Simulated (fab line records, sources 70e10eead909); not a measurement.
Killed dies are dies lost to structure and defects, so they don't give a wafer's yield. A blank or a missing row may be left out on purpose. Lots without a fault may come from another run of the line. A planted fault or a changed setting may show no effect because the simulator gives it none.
fab line records | flow nand_harc
record lots=5 wafers=15 last_day=24
route steps=1159 shown A_WL_FILL@820 END@1159
lots that met no fault: from a run of the same line without faults
start_h: hours from the record's first day to the start of the lot's first wafer shown | wait_h: hours since the lot's step before | " the same as in the row above | L1.1+2: a row that stands for several wafers | - no value, or no start given | * or withheld: withheld | < > ~ a bound
route shown NAME@n: a module of which the file shows steps, and the number in the route of the first | usual: mean/standard deviation of fault-free wafers | same: alike in all rows | chamber/n: place in a boat | sites: the reading at each site | _std_site: their standard deviation | _edge_site: outer sites' mean less inner sites' | radius_mm: how far each site lies from the wafer's centre | mask NAME#n: copy n | behind: the tool/chamber that last shaped the wafer | hold: why the lot was held/for how many hours/how that ended | device: the transistor (n, p or np) that didn't switch | end of line: the same wafers' tests at the end of the route | a step without rows: its recipe alone | killed: dies lost to structure and defects at the first sort, not the wafer's yield | map: a wafer's dies, x killed, . not, _ none there
set.NAME: the setting as run; set.NAME@STEP: as run at that earlier step | model.NAME: the simulator's own value behind a step, which no gauge read
lots at some steps of the route; a table a step, a row a wafer
services: from which hour (start_h, from the record's first day; less than 0 if before it) a tool's chamber was out of use, for how many hours, and why
## steps
# step NHARC_A_WL_FILL_ANNEAL_08
# recipe temp_c=450 time_s=1800
# step NHARC_A_WL_FILL_ALD_10
# recipe target_thk_a=500 pulse_time_s=10 ald_cycles=500 temp_c=300 material=SiO2
# usual ald_cycles=500/0 heater_power_w=456/35 precursor_pulse_height_rel=0.999/0.022
# same pulse_time_s=10
# columns lot.wafer tool chamber start_h wait_h ald_cycles heater_power_w precursor_pulse_height_rel
L139.1 ald_hk-02 0 346.86 0.1 500 495 0.992
L139.4 " 1 " " 500 429 0.975
L139.6 " 1 349.40 2.6 500 433 0.988
L138.4 ald_hk-01 2 351.19 1.1 500 456 1.014
L138.5 " 1 354.41 4.3 500 429 0.989
L138.6 " 2 355.48 5.4 500 481 0.992
L151.4 ald_hk-01 0 442.24 0.1 500 500 1.018
L151.1 " 3 443.81 1.6 500 434 0.993
L151.6 " 1 444.86 2.7 500 409 1.015
L158.2 ald_hk-02 1 478.57 0.1 500 439 1.001
L158.3 " 2 " " 500 509 0.977
L158.4 " 3 " " 500 413 0.971
L157.2 ald_hk-01 3 478.57 0.1 500 442 0.988
L157.4 " 0 " " 500 494 1.007
L157.1 " 2 480.11 1.6 500 433 1.020
# step NHARC_A_WL_FILL_ETCHBACK_16
# recipe target_depth_a=880 time_s=17.6 c4f8_flow_sccm=withheld o2_flow_sccm=8 ar_flow_sccm=withheld rf_w=600 bias_w=800 chemistry=C4F8/O2/Ar
# usual oes_product_au=0.991/0.024 rf_vpp_V=723/4.5
# columns lot.wafer tool chamber start_h wait_h oes_product_au rf_hours_counter_h rf_vpp_V
L139.4 rie_diel-13 3 - - 0.992 2 726
L139.1 " 1 " " 0.981 2 725
L139.6 " 3 " " 0.982 - 726
L138.4 rie_diel-06 2 - - 1.007 4 716
L138.6 " 1 " " 1.006 - 719
L138.5 " 2 " " 1.001 - 718
L151.1 rie_diel-13 1 - - 0.988 4 725
L151.4 " 2 " " 1.001 4 720
L151.6 " 1 " " 0.977 - 725
L158.3 rie_diel-06 2 - - 1.005 1 717
L158.2 " 3 " " 1.006 1 723
L158.4 " 0 " " 1.002 1 732
L157.4 rie_diel-13 3 - - 1.007 1 726
L157.2 " 0 " " 1.015 1 720
L157.1 " 1 " " 0.994 1 724
# step NHARC_A_WL_FILL_STRIP_29
# recipe time_s=20 o2_flow_sccm=500 ar_flow_sccm=0 bias_w=0 chemistry=O2
# step NHARC_A_WL_FILL_ETCHBACK_17
# recipe target_depth_a=40 time_s=26.7 chemistry=Cl2/BCl3
# usual drypump_motor_current_A=5.93/0.24 oes_product_au=1.001/0.0081
# columns lot.wafer tool chamber start_h wait_h drypump_motor_current_A oes_product_au rf_hours_counter_h
L139.1 rie_metal-01 0 351.65 - 5.87 1.015 0.3
L139.4 " 1 " " 6.02 1.004 -
L139.6 " 0 " " 5.90 1.002 -
L138.4 rie_metal-02 0 358.32 - 6.32 0.998 -
L138.6 " 0 " " 6.30 0.997 -
L138.5 " 1 " " 5.43 0.985 -
L151.1 rie_metal-02 1 447.14 - 5.43 0.992 1.7
L151.4 " 0 " " 6.36 1.001 -
L151.6 " 1 " " 5.44 0.987 -
L158.2 rie_metal-03 1 483.34 - 5.99 0.998 0.7
L158.4 " 1 " " 6.03 1.014 -
L158.3 " 0 " " 5.81 1.001 -
L157.1 rie_metal-01 1 483.38 - 6.03 0.996 4.7
L157.2 " 0 " " 5.87 0.989 4.7
L157.4 " 1 " " 6.04 0.996 -
# step NHARC_A_WL_FILL_PRECLEAN_18
# recipe time_s=30 chemistry=dHF
# step NHARC_A_WL_FILL_SRD_21
# step NHARC_A_WL_FILL_CVD_23
# recipe target_thk_a=400 temp_c=620 pressure_mtorr=200 time_s=800 material=poly-Si
# step NHARC_A_WL_FILL_ETCHBACK_26
# recipe target_depth_a=520 time_s=13.3 hbr_flow_sccm=150 rf_w=350 icp_w=350 bias_w=60 chemistry=HBr
# usual drypump_motor_current_A=5.9/0.36 oes_product_au=0.997/0.0094 throttle_valve_pct=23.265/0.0097
# columns lot.wafer tool chamber start_h wait_h drypump_motor_current_A oes_product_au rf_hours_counter_h throttle_valve_pct
L139.1 rie_si-01 2 356.75 0.4 6.5 1.010 0.3 23.267
L139.4 " 0 " " 5.5 0.991 0.3 23.267
L139.6 " 2 " " 6.5 1.009 - 23.259
L138.4 rie_si-01 3 363.12 0.4 5.8 0.981 0.3 23.262
L138.6 " 2 " " 6.5 1.015 - 23.252
L138.5 " 3 " " 5.8 0.986 - 23.274
L151.4 rie_si-04 3 452.07 0.4 5.1 1.014 1.2 23.275
L151.1 " 0 " " 5.8 1.005 1.2 23.266
L151.6 " 0 " " 5.7 1.003 - 23.288
L157.2 rie_si-04 3 488.56 0.4 5.1 1.015 0.2 23.253
L157.1 " 0 " " 5.7 0.999 0.2 23.262
L157.4 " 1 " " 6.0 1.010 0.2 23.263
L158.2 rie_si-05 0 488.57 0.4 5.9 0.999 0.5 23.262
L158.3 " 1 " " 5.7 0.998 0.4 23.257
L158.4 " 2 " " 5.5 1.000 0.3 23.275
# step NHARC_A_WL_FILL_PRECLEAN_30
# recipe time_s=10 chemistry=dHF
# step NHARC_A_WL_FILL_SRD_14
# step NHARC_A_WL_FILL_ALD_19
# recipe target_thk_a=20 pulse_time_s=3 ald_cycles=100 temp_c=450 material=TiN
# usual ald_cycles=100/0 heater_power_w=1142/110 precursor_pulse_height_rel=0.999/0.02
# same pulse_time_s=3
# columns lot.wafer tool chamber start_h wait_h ald_cycles heater_power_w precursor_pulse_height_rel
L139.1 ald_metal-01 1 357.05 0.1 100 1198 0.996
L139.4 " 2 " " 100 1334 1.019
L139.6 " 0 " " 100 1087 0.984
L138.4 ald_metal-02 3 363.41 0.1 100 1048 0.989
L138.5 " 1 " " 100 1240 1.029
L138.6 " 2 " " 100 1055 1.020
L151.4 ald_metal-02 3 452.35 0.1 100 1080 0.982
L151.1 " 1 " " 100 1238 1.008
L151.6 " 0 " " 51 1101 0.964
L158.3 ald_metal-04 3 488.82 0.1 100 1244 1.018
L158.2 " 0 " " 100 1147 1.019
L158.4 " 2 " " 100 1069 1.017
L157.1 ald_metal-01 3 488.84 0.1 100 1133 0.984
L157.4 " 0 " " 100 1099 1.013
L157.2 " 1 " " 100 1179 0.984
# step NHARC_A_WL_FILL_CVD_20
# recipe target_thk_a=750 temp_c=300 pressure_torr=40 wf6_flow_sccm=40 h2_flow_sccm=1600 ar_flow_sccm=1560 time_s=5064 material=W
# usual chamber_pressure_Torr=40.01/0.089 heater_power_w=472/18 throttle_valve_pct=8.08/0.26
# columns lot.wafer tool chamber start_h wait_h chamber_pressure_Torr heater_power_w throttle_valve_pct
L139.1 cvd_w-01 1 - - 40.09 457 8.14
L139.4 " 1 " " 40.08 457 8.26
L139.6 " 1 " " 40.01 458 8.33
L138.4 cvd_w-02 0 - - 40.01 488 8.05
L138.6 " 0 " " 40.14 479 7.93
L138.5 " 1 " " 39.93 494 8.54
L151.1 cvd_w-02 1 - - 40.03 488 7.95
L151.4 " 0 " " 39.99 454 8.09
L151.6 " 0 " " 39.94 471 8.31
L158.2 cvd_w-01 0 - - 39.94 465 7.48
L158.3 " 0 " " 40.01 461 7.39
L158.4 " 1 " " 39.91 476 8.29
L157.1 cvd_w-02 1 - - 40.14 498 7.88
L157.2 " 0 " " 40.09 459 7.88
L157.4 " 1 " " 40.09 498 7.79
# step NHARC_END_SORT_01
# recipe temp_c=25
# usual killed_at_array=26/10 killed_at_other=0.5/0.87 killed_at_periphery=3.0/2.5 killed_dies=29/11 killed_open=3.3/1.9 killed_short=1.8/1.5
# same gross_dies=677
# columns lot.wafer tool chamber start_h wait_h killed_at_array killed_at_other killed_at_periphery killed_dies killed_open killed_short
L151.6 prober-01 0 538.30 4.1 676 0 1 677 2 0
# killed by level:class
L151.6 A_WL_FILL:area_ald=651 A_SLIT:chamber_film_flake=14 A_CHANNEL_HOLE_D1:chamber_film_flake=5 A_STAIRCASE:chamber_film_flake=4 A_CHANNEL_FILL_D1:geometric_particle:open=1 A_M1:geometric_particle:open=1 P_M0:chamber_film_flake=1
# map L151.6 (x killed, . not)
____________x____________
_________xxxxxxx_________
_______xxxxxxxxxxx_______
______xxxxxxxxxxxxx______
_____xxxxxxxxxxxxxxx_____
____xxxxxxxxxxxxxxxxx____
____xxxxxxxxxxxxxxxxx____
___xxxxxxxxxxxxxxxxxxx___
___xxxxxxxxxxxxxxxxxxx___
__xxxxxxxxxxxxxxxxxxxxx__
__xxxxxxxxxxxxxxxxxxxxx__
_xxxxxxxxxxxxxxxxxxxxxxx_
_xxxxxxxxxxxxxxxxxxxxxxx_
_xxxxxxxxxxxxxxxxxxxxxxx_
_xxxxxxxxxxxxxxxxxxxxxxx_
_xxxxxxxxxxxxxxxxxxxxxxx_
xxxxxxxxxxxxxxxxxxxxxxxxx
xxxxxxxxxxxxxxxxxxxxxxxxx
xxxxxxxxxxxxxxxxxxxxxxxxx
xxxxxxxxxxxxxxxxxxxxxxxxx
xxxxxxxxxxxxxxxxxxxxxxxxx
_xxxxxxxxxxxxxxxxxxxxxxx_
_xxxxxxxxxxxxxxxxxxxxxxx_
_xxxxxxxxxxxxxxxxxxxxxxx_
_xxxxxxxxxxxxxxxxxxxxxxx_
_xxxxxxxxxxxxxxxxxxxxxxx_
__xxxxxxxxxxxxxxxxxxxxx__
__xxxxxxxxxxxxxxxxxxxxx__
___xxxxxxxxxxxxxxxxxxx___
___xxxxxxxxxxxxxxxxxxx___
____xxxxxxxxxxxxxxxxx____
____xxxxxxxxxxxxxxxxx____
_____xxxxxxxxxxxxxxx_____
______xxxxxxxxxxxxx______
_______xxxxxxxxxxx_______
_________xxxxxxx_________
____________x____________
# map L138.4 (x killed, . not)
____________.____________
_________x......_________
_______..........._______
______.............______
_____..............._____
____.....x...........____
____.................____
___...................___
___.x.................___
__..x..................__
__.....................__
_......................._
_......................._
_..x...................._
_......................._
_......................._
....x....................
...x.....................
.........................
.........................
.........................
_......................._
_......................._
_......................._
_......................._
_......................._
__.....................__
__x....................__
___...................___
___...................___
____.................____
____.................____
_____x.............._____
______.............______
_______..........._______
_________......x_________
____________.____________
## services
# columns tool chamber start_h hours kind
rie_metal-01 - 332.00 9.0 pm
rie_diel-06 0 350.17 4.5 repair
ald_metal-02 - 364.00 10.0 pm
rie_diel-13 1 368.54 4.2 repair
cvd_w-02 - 376.13 13.0 pm
ald_metal-01 - 376.14 0.5 repair
rie_metal-02 - 388.00 9.0 pm
rie_si-01 2 393.17 15.7 repair
rie_si-01 1 395.98 11.6 repair
rie_si-01 - 399.23 0.7 repair
ald_hk-01 - 408.20 10.0 pm
rie_si-01 0 408.96 6.3 repair
ald_metal-01 1 417.26 5.9 repair
rie_diel-06 - 418.20 9.0 pm
rie_diel-06 - 429.09 23.0 repair
rie_diel-13 - 453.00 9.0 pm
rie_si-04 - 453.00 9.0 pm
rie_metal-02 - 455.68 2.1 repair
ald_metal-01 - 458.00 10.0 pm
ald_hk-02 - 461.79 10.0 pm
cvd_w-02 1 463.82 11.1 repair
rie_metal-01 1 465.39 4.4 repair
rie_metal-02 - 469.27 23.2 repair
cvd_w-01 - 479.25 13.0 pm
## key
first_sign step=NHARC_A_WL_FILL_ALD_19 reading=ald_cycles direction=down sigmas=99+ usual=100 struck=51
effect step=NHARC_END_SORT_01 reading=killed_at_array direction=up sigmas=65 usual=26 struck=676
more_kills_born_at NHARC_A_WL_FILL_ALD_19@ald_metal-02=651
met_at NHARC_A_WL_FILL_ALD_19
struck_wafers L151.6
later_rows_left_out L151.6
tester_left_out L151
fault kind=process_parameter_drift tool=ald_metal-02 chamber=0 onset_h=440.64 steps=NHARC_A_WL_FILL_ALD_19 channel=ald_cycles offset=-49 shape=step end_h=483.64 acts_in=these_recipes_only stated=100
# tester_left_out: of these lots the tester's yield and bins aren't shown, on N5 and GAA mostly nor the transistor test; their killed dies are dies lost to structure and defects alone, not to doping, threshold or leakage, so they don't give the yield
# later_rows_left_out: the simulator's readings of these wafers behind a module that went badly wrong aren't trusted and aren't shown, but for the sort
